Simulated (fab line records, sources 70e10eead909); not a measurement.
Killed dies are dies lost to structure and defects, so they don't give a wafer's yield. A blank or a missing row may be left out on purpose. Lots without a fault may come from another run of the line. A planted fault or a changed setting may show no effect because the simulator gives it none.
fab line records | flow nand_harc
record lots=24 wafers=72 last_day=33
route steps=1302 shown A_ONON_D1@445 A_CHANNEL_HOLE_D1@451
lots that met no fault: from a run of the same line without faults
start_h: hours from the record's first day to the start of the lot's first wafer shown | wait_h: hours since the lot's step before | " the same as in the row above | L1.1+2: a row that stands for several wafers | - no value, or no start given | * or withheld: withheld | < > ~ a bound
route shown NAME@n: a module of which the file shows steps, and the number in the route of the first | usual: mean/standard deviation of fault-free wafers | same: alike in all rows | chamber/n: place in a boat | sites: the reading at each site | _std_site: their standard deviation | _edge_site: outer sites' mean less inner sites' | radius_mm: how far each site lies from the wafer's centre | mask NAME#n: copy n | behind: the tool/chamber that last shaped the wafer | hold: why the lot was held/for how many hours/how that ended | device: the transistor (n, p or np) that didn't switch | end of line: the same wafers' tests at the end of the route | a step without rows: its recipe alone | killed: dies lost to structure and defects at the first sort, not the wafer's yield | map: a wafer's dies, x killed, . not, _ none there
set.NAME: the setting as run; set.NAME@STEP: as run at that earlier step | model.NAME: the simulator's own value behind a step, which no gauge read
steps of the route over a sample of lots; a table a step, a row a wafer
services: from which hour (start_h, from the record's first day; less than 0 if before it) a tool's chamber was out of use, for how many hours, and why
## steps
# step NHARC_A_ONON_D1_THK_MEAS_30
# recipe thk_meas_gauge=ellipsometry
# usual thk_nm=1002/9.6
# columns lot.wafer tool chamber start_h wait_h thk_nm
L075.1 film_metro-01 - 185.22 - 982
L075.2 " - " " 981
L075.5 " - " " 982
L074.1 film_metro-02 - 185.22 - 1002
L074.4 " - " " 1001
L074.6 " - " " 1002
L076.1 film_metro-01 - 202.80 - 995
L076.2 " - " " 995
L076.3 " - " " 994
L077.1 film_metro-02 - 214.35 - 1014
L077.2 " - " " 1011
L077.5 " - " " 1011
L078.2 film_metro-01 - 214.36 - 1005
L078.5 " - " " 1004
L078.6 " - " " 1005
L079.1 film_metro-02 - 232.55 - 990
L079.5 " - " " 990
L079.6 " - " " 991
L081.2 film_metro-01 - 242.54 - 1011
L081.3 " - " " 1012
L081.6 " - " " 1013
L080.3 film_metro-01 - 242.56 - 989
L080.4 " - " " 989
L080.6 " - " " 989
L082.1 film_metro-01 - 257.17 - 1021
L082.2 " - " " 1020
L082.6 " - " " 1021
L083.1 film_metro-01 - 270.42 - 1004
L083.2 " - " " 1003
L083.6 " - " " 1002
L084.3 film_metro-02 - 284.84 - 1002
L084.4 " - " " 998
L084.5 " - " " 1000
L085.2 film_metro-02 - 290.51 - 1000
L085.4 " - " " 1001
L085.6 " - " " 1002
L086.3 film_metro-01 - 290.52 - 994
L086.4 " - " " 995
L086.6 " - " " 994
L087.1 film_metro-01 - 316.67 - 998
L087.3 " - " " 997
L087.4 " - " " 997
L088.1 film_metro-01 - 316.85 - 994
L088.3 " - " " 995
L088.4 " - " " 995
L089.1 film_metro-02 - 321.50 - 1005
L089.3 " - " " 1007
L089.4 " - " " 1006
L090.1 film_metro-01 - 341.38 - 1001
L090.3 " - " " 998
L090.4 " - " " 1001
L091.3 film_metro-02 - 345.20 - 989
L091.5 " - " " 991
L091.6 " - " " 989
L093.1 film_metro-01 - 370.11 - 1011
L093.4 " - " " 1011
L093.6 " - " " 1012
L092.1 film_metro-02 - 370.26 - 1018
L092.2 " - " " 1020
L092.5 " - " " 1019
L094.1 film_metro-01 - 370.47 - 1011
L094.2 " - " " 1009
L094.5 " - " " 1012
L096.2 film_metro-02 - 392.08 - 1000
L096.3 " - " " 998
L096.4 " - " " 999
L095.1 film_metro-01 - 392.10 - 996
L095.4 " - " " 995
L095.5 " - " " 997
L097.1 film_metro-01 - 398.52 - 1007
L097.3 " - " " 1011
L097.6 " - " " 1011
# step NHARC_A_ONON_D1_INSPECT_32
# usual raw_defect_count=67/26
# columns lot.wafer tool chamber start_h wait_h raw_defect_count
L075.1 defect_inspect-01 - 185.75 0.0 42
L075.2 " - " " 45
L075.5 " - " " 64
L074.1 defect_inspect-02 - 185.76 0.0 39
L074.4 " - " " 44
L074.6 " - " " 61
L076.1 defect_inspect-01 - 203.33 0.0 54
L076.2 " - " " 44
L076.3 " - " " 56
L077.1 defect_inspect-01 - 214.93 0.0 74
L077.2 " - " " 58
L077.5 " - " " 44
L078.2 defect_inspect-02 - 214.93 0.0 97
L078.5 " - " " 69
L078.6 " - " " 50
L079.1 defect_inspect-02 - 233.10 0.0 47
L079.5 " - " " 59
L079.6 " - " " 30
L081.2 defect_inspect-02 - 243.08 0.0 84
L081.3 " - " " 52
L081.6 " - " " 56
L080.3 defect_inspect-01 - 243.09 0.0 72
L080.4 " - " " 74
L080.6 " - " " 79
L082.1 defect_inspect-01 - 257.72 0.0 44
L082.2 " - " " 25
L082.6 " - " " 78
L083.1 defect_inspect-01 - 271.08 0.0 111
L083.2 " - " " 61
L083.6 " - " " 94
L084.3 defect_inspect-02 - 285.40 0.0 54
L084.4 " - " " 47
L084.5 " - " " 41
L085.2 defect_inspect-02 - 291.07 0.0 128
L085.4 " - " " 82
L085.6 " - " " 87
L086.3 defect_inspect-01 - 291.08 0.0 91
L086.4 " - " " 72
L086.6 " - " " 67
L087.1 defect_inspect-02 - 317.22 0.0 55
L087.3 " - " " 23
L087.4 " - " " 58
L088.1 defect_inspect-01 - 317.44 0.0 144
L088.3 " - " " 60
L088.4 " - " " 81
L089.1 defect_inspect-01 - 322.06 0.0 77
L089.3 " - " " 91
L089.4 " - " " 79
L090.1 defect_inspect-01 - 341.92 0.0 87
L090.3 " - " " 88
L090.4 " - " " 63
L091.3 defect_inspect-02 - 345.76 0.0 92
L091.5 " - " " 92
L091.6 " - " " 89
L093.1 defect_inspect-02 - 370.86 0.0 74
L093.4 " - " " 76
L093.6 " - " " 64
L092.1 defect_inspect-02 - 371.20 0.0 59
L092.2 " - " " 67
L092.5 " - " " 62
L094.1 defect_inspect-01 - 371.47 0.0 67
L094.2 " - " " 73
L094.5 " - " " 73
L095.1 defect_inspect-02 - 392.63 0.0 152
L095.4 " - " " 86
L095.5 " - " " 115
L096.2 defect_inspect-01 - 392.64 0.0 52
L096.3 " - " " 41
L096.4 " - " " 44
L097.1 defect_inspect-01 - 399.07 0.0 99
L097.3 " - " " 49
L097.6 " - " " 80
# step NHARC_A_CHANNEL_HOLE_D1_DEP_01
# recipe target_thk_a=1400 target_thk_nm=140 temp_c=400 pressure_torr=3.5 flow_sccm=200 rf_w=350 material=SiON
# usual heater_power_w=745/110
# columns lot.wafer tool chamber start_h wait_h heater_power_w
L075.2 pecvd-02 0 188.85 1.4 764
L075.1 " 2 " " 745
L075.5 " 0 " " 800
L074.1 pecvd-04 2 189.61 1.6 604
L074.6 " 0 " " 814
L074.4 " 1 " " 976
L076.3 pecvd-02 1 208.72 1.0 744
L076.1 " 2 " " 737
L076.2 " 0 " " 833
L077.1 pecvd-04 1 216.92 1.6 985
L077.2 " 0 " " 818
L077.5 " 1 " " 994
L078.2 pecvd-01 1 216.97 1.3 713
L078.6 " 2 " " 551
L078.5 " 1 " " 715
L079.1 pecvd-01 0 235.09 1.6 747
L079.6 " 2 " " 544
L079.5 " 1 " " 756
L081.2 pecvd-04 0 245.06 1.3 715
L081.3 " 2 " " 627
L081.6 " 2 " " 616
L080.3 pecvd-01 1 245.10 1.0 833
L080.4 " 1 " " 823
L080.6 " 2 " " 539
L082.2 pecvd-02 2 259.71 1.3 802
L082.1 " 0 " " 677
L082.6 " 2 " " 809
L083.1 pecvd-02 2 273.06 1.6 680
L083.2 " 0 " " 791
L083.6 " 0 " " 781
L084.3 pecvd-01 1 287.42 1.0 842
L084.5 " 0 " " 792
L084.4 " 1 " " 839
L085.2 pecvd-01 0 293.10 1.3 658
L085.4 " 1 " " 842
L085.6 " 2 " " 540
L086.3 pecvd-02 2 293.14 1.0 814
L086.6 " 0 " " 731
L086.4 " 2 " " 822
L087.1 pecvd-04 0 319.89 1.6 775
L087.3 " 1 " " 907
L087.4 " 2 " " 550
L088.1 pecvd-02 1 321.64 1.6 751
L088.3 " 2 " " 810
L088.4 " 1 " " 745
L089.1 pecvd-02 0 328.52 1.6 754
L089.3 " 2 " " 761
L089.4 " 1 " " 775
L090.3 pecvd-01 1 343.87 1.0 828
L090.1 " 2 " " 491
L090.4 " 2 " " 492
L091.3 pecvd-02 2 347.80 1.0 711
L091.6 " 1 " " 698
L091.5 " 2 " " 714
L093.1 pecvd-02 1 374.15 1.9 798
L093.4 " 1 " " 797
L093.6 " 1 " " 831
L092.2 pecvd-02 0 375.77 1.3 757
L092.1 " 1 " " 843
L092.5 " 1 " " 688
L094.1 pecvd-04 0 376.87 1.6 805
L094.2 " 2 " " 563
L094.5 " 2 " " 568
L095.1 pecvd-01 1 396.59 1.6 787
L095.4 " 0 " " 800
L095.5 " 1 " " 785
L096.2 pecvd-01 2 396.98 1.3 479
L096.3 " 1 " " 812
L096.4 " 1 " " 824
L097.1 pecvd-01 2 401.25 1.6 556
L097.3 " 0 " " 676
L097.6 " 2 " " 556
# step NHARC_A_CHANNEL_HOLE_D1_INSPECT_12
# usual raw_defect_count=5.4/2.5
# columns lot.wafer tool chamber start_h wait_h raw_defect_count
L075.1 defect_inspect-01 - 189.69 0.0 4
L075.2 " - " " 5
L075.5 " - " " 7
L074.1 defect_inspect-02 - 190.34 0.0 5
L074.4 " - " " 3
L074.6 " - " " 3
L076.1 defect_inspect-02 - 209.56 0.0 5
L076.2 " - " " 5
L076.3 " - " " 1
L078.2 defect_inspect-02 - 217.77 0.0 10
L078.5 " - " " 6
L078.6 " - " " 1
L077.1 defect_inspect-01 - 217.92 0.0 7
L077.2 " - " " 3
L077.5 " - " " 7
L079.1 defect_inspect-01 - 235.91 0.0 4
L079.5 " - " " 6
L079.6 " - " " 6
L081.2 defect_inspect-02 - 245.91 0.0 6
L081.3 " - " " 5
L081.6 " - " " 3
L080.3 defect_inspect-02 - 246.06 0.0 5
L080.4 " - " " 1
L080.6 " - " " 3
L082.1 defect_inspect-02 - 260.56 0.0 7
L082.2 " - " " 7
L082.6 " - " " 10
L083.1 defect_inspect-02 - 273.90 0.0 7
L083.2 " - " " 9
L083.6 " - " " 5
L084.3 defect_inspect-02 - 288.24 0.0 5
L084.4 " - " " 5
L084.5 " - " " 5
L085.2 defect_inspect-02 - 293.88 0.0 5
L085.4 " - " " 6
L085.6 " - " " 7
L086.3 defect_inspect-01 - 294.04 0.0 3
L086.4 " - " " 2
L086.6 " - " " 6
L087.1 defect_inspect-01 - 320.61 0.0 4
L087.3 " - " " 5
L087.4 " - " " 5
L088.1 defect_inspect-02 - 322.33 0.0 9
L088.3 " - " " 5
L088.4 " - " " 12
L089.1 defect_inspect-01 - 329.36 0.0 6
L089.3 " - " " 9
L089.4 " - " " 8
L090.1 defect_inspect-02 - 344.71 0.0 6
L090.3 " - " " 7
L090.4 " - " " 3
L091.3 defect_inspect-02 - 348.48 0.0 6
L091.5 " - " " 6
L091.6 " - " " 5
L093.1 defect_inspect-02 - 375.34 0.0 6
L093.4 " - " " 6
L093.6 " - " " 7
L092.1 defect_inspect-02 - 376.57 0.0 4
L092.2 " - " " 6
L092.5 " - " " 2
L094.1 defect_inspect-02 - 377.71 0.0 6
L094.2 " - " " 6
L094.5 " - " " 7
L095.1 defect_inspect-02 - 397.41 0.0 6
L095.4 " - " " 6
L095.5 " - " " 6
L096.2 defect_inspect-01 - 397.82 0.0 7
L096.3 " - " " 5
L096.4 " - " " 6
L097.1 defect_inspect-02 - 402.10 0.0 5
L097.3 " - " " 4
L097.6 " - " " 5
# step NHARC_A_CHANNEL_HOLE_D1_ETCH_20
# recipe bias_v=3000 source_w=withheld pressure_mtorr=20 time_s=361.9 ar_flow_sccm=375 c4f8_flow_sccm=89.3 o2_flow_sccm=35.7 temp_c=-20 target_depth_a=16000 chemistry=C4F8/O2/Ar
# usual drypump_motor_current_A=5.9/0.42 he_backside_leak_sccm=6.2/0.75 oes_air_line_au=1.000/0.022 showerhead_plenum_p_Torr=3.66/0.11 temp_c=-20.02/0.099 throttle_valve_pct=32.155/0.0098
# columns lot.wafer tool chamber start_h wait_h drypump_motor_current_A he_backside_leak_sccm oes_air_line_au rf_hours_counter_h showerhead_plenum_p_Torr temp_c throttle_valve_pct
L075.1 har_etch-02 0 192.16 0.1 6.7 7.4 1.021 294 3.46 -20.05 32.158
L075.2 " 1 " " 5.3 6.4 1.011 294 3.71 -20.09 32.161
L075.5 " 1 " " 5.3 6.3 0.996 - 3.71 -20.00 32.132
L074.1 har_etch-01 1 192.24 0.1 6.0 5.9 0.957 92 3.73 -19.95 32.155
L074.4 " 0 " " 5.8 5.3 0.987 - 3.73 -20.03 32.147
L074.6 " 0 " " 5.9 5.8 0.994 - 3.73 -19.96 32.144
L076.1 har_etch-01 1 210.91 0.1 6.0 5.7 0.988 100 3.72 -19.95 32.150
L076.2 " 0 " " 5.8 5.4 1.028 100 3.72 -20.13 32.148
L076.3 " 1 " " 6.0 5.7 0.984 - 3.72 -19.97 32.164
L078.2 har_etch-01 0 219.17 0.1 5.9 5.5 1.023 103 3.72 -20.01 32.150
L078.5 " 1 " " 6.0 5.8 0.982 - 3.72 -19.94 32.160
L078.6 " 0 " " 5.8 5.5 1.008 - 3.72 -20.02 32.162
L077.2 har_etch-02 1 219.29 0.1 5.3 6.4 1.003 309 3.70 -20.09 32.164
L077.1 " 0 " " 6.6 7.6 1.035 309 3.46 -20.19 32.156
L077.5 " 1 " " 5.4 6.2 1.060 - 3.70 -20.09 32.151
L079.1 har_etch-01 0 239.47 0.1 5.8 5.5 1.014 119 3.71 -20.00 32.173
L079.5 " 1 " " 6.0 5.7 1.008 - 3.71 -19.90 32.160
L079.6 " 0 " " 5.8 5.6 1.033 - 3.71 -19.92 32.164
L081.2 har_etch-01 0 247.26 0.1 5.8 5.8 0.996 123 3.71 -20.09 32.157
L081.3 " 0 " " 5.8 6.0 1.050 - 3.71 -20.14 32.150
L081.6 " 1 " " 6.0 6.1 1.025 - 3.71 -20.11 32.143
L080.4 har_etch-02 1 247.53 0.2 5.3 6.7 0.992 - 3.69 -19.98 32.162
L080.3 " 0 " " 6.6 7.5 0.992 - 3.45 -20.05 32.148
L080.6 " 0 " " 6.7 7.5 0.971 - 3.45 -20.00 32.168
L082.1 har_etch-01 0 261.91 0.1 5.8 5.7 0.981 127 3.71 -19.88 32.160
L082.2 " 1 " " 6.0 6.0 0.960 127 3.71 -20.12 32.172
L082.6 " 1 " " 6.1 5.8 1.018 - 3.71 -20.01 32.152
L083.2 har_etch-01 0 275.27 0.1 5.8 5.4 0.990 134 3.70 -20.23 32.169
L083.1 " 1 " " 6.0 5.9 1.000 134 3.70 -20.04 32.155
L083.6 " 0 " " 5.8 5.7 0.993 - 3.70 -20.17 32.156
L084.3 har_etch-01 1 292.27 0.2 6.0 5.7 1.002 - 3.70 -20.09 32.166
L084.4 " 0 " " 5.9 5.7 0.998 - 3.70 -19.98 32.164
L084.5 " 1 " " 6.0 5.5 0.967 - 3.70 -20.05 32.151
L085.2 har_etch-01 0 296.33 0.1 5.8 5.7 0.988 153 3.69 -20.12 32.149
L085.4 " 1 " " 6.0 5.9 1.029 - 3.69 -20.08 32.146
L085.6 " 0 " " 5.8 5.5 1.006 - 3.69 -20.16 32.161
L086.3 har_etch-02 1 298.15 0.3 5.3 6.9 0.992 - 3.68 -20.17 32.127
L086.4 " 1 " " 5.3 6.7 0.982 - 3.68 -20.08 32.160
L086.6 " 1 " " 5.3 6.9 0.991 - 3.68 -20.10 32.142
L087.1 har_etch-02 1 323.38 0.1 5.3 6.6 0.982 362 3.67 -20.07 32.157
L087.4 " 0 " " 6.7 7.8 1.011 - 3.43 -19.98 32.166
L087.3 " 1 " " 5.3 6.9 0.955 - 3.67 -19.84 32.168
L088.1 har_etch-02 0 327.52 0.1 6.7 7.4 0.983 358 3.43 -19.94 32.149
L088.4 " 0 " " 6.6 7.4 0.976 - 3.43 -20.06 32.155
L088.3 " 1 " " 5.3 7.0 0.981 - 3.67 -19.97 32.160
L089.1 har_etch-02 1 331.71 0.1 5.4 6.9 1.005 370 3.67 -20.17 32.163
L089.3 " 1 " " 5.3 6.9 1.026 - 3.67 -20.10 32.148
L089.4 " 0 " " 6.7 7.7 1.001 - 3.43 -19.98 32.149
L090.1 har_etch-01 1 346.07 0.1 6.0 6.1 1.003 184 3.68 -20.12 32.175
L090.3 " 1 " " 6.0 6.1 1.003 - 3.68 -20.05 32.144
L090.4 " 0 " " 5.9 5.9 0.992 - 3.68 -20.19 32.169
L091.3 har_etch-02 1 349.98 0.2 5.3 6.9 0.979 - 3.66 -20.23 32.150
L091.6 " 0 " " 6.6 7.7 1.004 - 3.42 -20.11 32.142
L091.5 " 1 " " 5.3 6.7 0.990 - 3.66 -20.25 32.154
L093.1 har_etch-01 1 376.70 0.1 6.0 5.8 1.005 199 3.67 -19.91 32.173
L093.4 " 1 " " 6.0 6.0 1.029 - 3.67 -20.02 32.161
L093.6 " 0 " " 5.8 6.0 0.989 - 3.67 -20.07 32.181
L092.1 har_etch-01 1 380.91 0.1 6.0 6.4 1.001 203 3.67 -19.85 32.157
L092.2 " 0 " " 5.8 6.0 0.994 203 3.67 -19.96 32.154
L092.5 " 0 " " 5.8 6.2 0.960 - 3.67 -20.02 32.152
L094.1 har_etch-01 1 385.05 0.1 6.0 6.3 0.998 207 3.67 -19.83 32.156
L094.2 " 0 " " 5.8 6.1 0.993 207 3.67 -20.10 32.162
L094.5 " 0 " " 5.9 6.2 0.941 - 3.67 -20.16 32.152
L095.1 har_etch-02 1 398.84 0.1 5.3 5.5 1.014 0 3.65 -19.95 32.164
L095.4 " 0 " " 6.6 4.4 1.022 - 3.93 -20.08 32.163
L095.5 " 1 " " 5.3 5.5 1.022 - 3.65 -20.06 32.147
L096.2 har_etch-01 0 399.54 0.1 5.8 6.2 0.989 215 3.66 -20.10 32.149
L096.3 " 1 " " 6.0 6.2 1.001 - 3.66 -19.84 32.154
L096.4 " 0 " " 5.8 6.1 1.016 - 3.66 -20.07 32.139
L097.1 har_etch-02 1 410.91 0.1 5.3 5.8 1.011 12 3.64 -19.81 32.171
L097.3 " 0 " " 6.6 4.6 0.988 - 3.93 -19.82 32.162
L097.6 " 1 " " 5.3 5.5 0.995 - 3.64 -19.99 32.158
# step NHARC_A_CHANNEL_HOLE_D1_CD_MEAS_30
# usual cd_nm=90.4/1.8
# columns lot.wafer tool chamber start_h wait_h cd_nm
L075.1 cd_sem-03 - 197.67 - 91.0
L075.2 " - " " 89.6
L075.5 " - " " 90.7
L074.1 cd_sem-03 - 198.09 - 91.0
L074.4 " - " " 91.5
L074.6 " - " " 91.6
L076.1 cd_sem-03 - 216.40 0.1 92.6
L076.2 " - " " 90.9
L076.3 " - " " 92.5
L078.2 cd_sem-01 - 224.61 - 90.2
L078.5 " - " " 89.1
L078.6 " - " " 90.1
L077.1 cd_sem-02 - 224.79 0.1 88.2
L077.2 " - " " 91.4
L077.5 " - " " 88.0
L079.1 cd_sem-02 - 244.82 - 91.1
L079.5 " - " " 92.3
L079.6 " - " " 91.4
L081.2 cd_sem-01 - 252.67 - 91.0
L081.3 " - " " 92.0
L081.6 " - " " 93.7
L080.3 cd_sem-03 - 252.86 - 89.6
L080.4 " - " " 88.3
L080.6 " - " " 87.7
L082.1 cd_sem-02 - 267.31 - 92.0
L082.2 " - " " 92.5
L082.6 " - " " 91.7
L083.1 cd_sem-02 - 280.67 - 90.7
L083.2 " - " " 89.8
L083.6 " - " " 90.4
L084.3 cd_sem-01 - 297.58 - 91.8
L084.4 " - " " 90.1
L084.5 " - " " 91.3
L085.2 cd_sem-02 - 301.74 - 89.6
L085.4 " - " " 90.7
L085.6 " - " " 91.1
L086.3 cd_sem-03 - 307.49 - 93.3
L086.4 " - " " 90.4
L086.6 " - " " 92.9
L087.1 cd_sem-01 - 328.76 - 91.2
L087.3 " - " " 86.9
L087.4 " - " " 87.6
L088.1 cd_sem-02 - 332.95 - 88.7
L088.3 " - " " 91.0
L088.4 " - " " 90.1
L089.1 cd_sem-02 - 337.11 - 88.6
L089.3 " - " " 90.8
L089.4 " - " " 91.1
L090.1 cd_sem-02 - 351.45 - 90.9
L090.3 " - " " 88.7
L090.4 " - " " 91.5
L091.3 cd_sem-03 - 355.24 - 87.7
L091.5 " - " " 92.5
L091.6 " - " " 90.8
L093.1 cd_sem-03 - 382.15 - 88.1
L093.4 " - " " 92.1
L093.6 " - " " 89.3
L092.1 cd_sem-01 - 386.30 - 88.6
L092.2 " - " " 87.8
L092.5 " - " " 87.1
L094.1 cd_sem-01 - 390.49 0.1 90.8
L094.2 " - " " 92.1
L094.5 " - " " 86.7
L095.1 cd_sem-03 - 404.18 - 86.7
L095.4 " - " " 89.8
L095.5 " - " " 89.5
L096.2 cd_sem-01 - 404.89 - 91.7
L096.3 " - " " 92.8
L096.4 " - " " 88.9
L097.1 cd_sem-03 - 416.33 - 87.0
L097.3 " - " " 92.3
L097.6 " - " " 89.2
## services
# columns tool chamber start_h hours kind
pecvd-04 1 201.15 4.2 repair
pecvd-02 - 216.88 3.2 repair
pecvd-02 - 227.20 13.0 pm
pecvd-02 0 227.20 13.0 vent_cycle
pecvd-02 1 227.20 13.0 vent_cycle
pecvd-02 2 227.20 13.0 vent_cycle
har_etch-02 - 235.90 7.0 repair
pecvd-02 0 240.20 - clean
pecvd-02 1 240.20 - clean
pecvd-02 2 240.20 - clean
pecvd-04 - 269.26 13.0 pm
har_etch-02 0 297.71 - consumable_replace:focus_ring
har_etch-02 0 297.71 17.0 scheduled_down
har_etch-02 0 297.71 17.0 vent_cycle
pecvd-01 - 311.00 13.0 pm
pecvd-02 2 362.65 27.5 repair
pecvd-02 0 366.28 7.9 repair
har_etch-02 - 380.78 17.0 pm
har_etch-02 0 380.78 17.0 vent_cycle
har_etch-02 1 380.78 17.0 vent_cycle
pecvd-02 0 392.38 5.1 repair
har_etch-02 0 397.78 - clean
har_etch-02 0 397.78 - consumable_replace:esc
pecvd-02 - 408.20 13.0 pm
## key
fault none
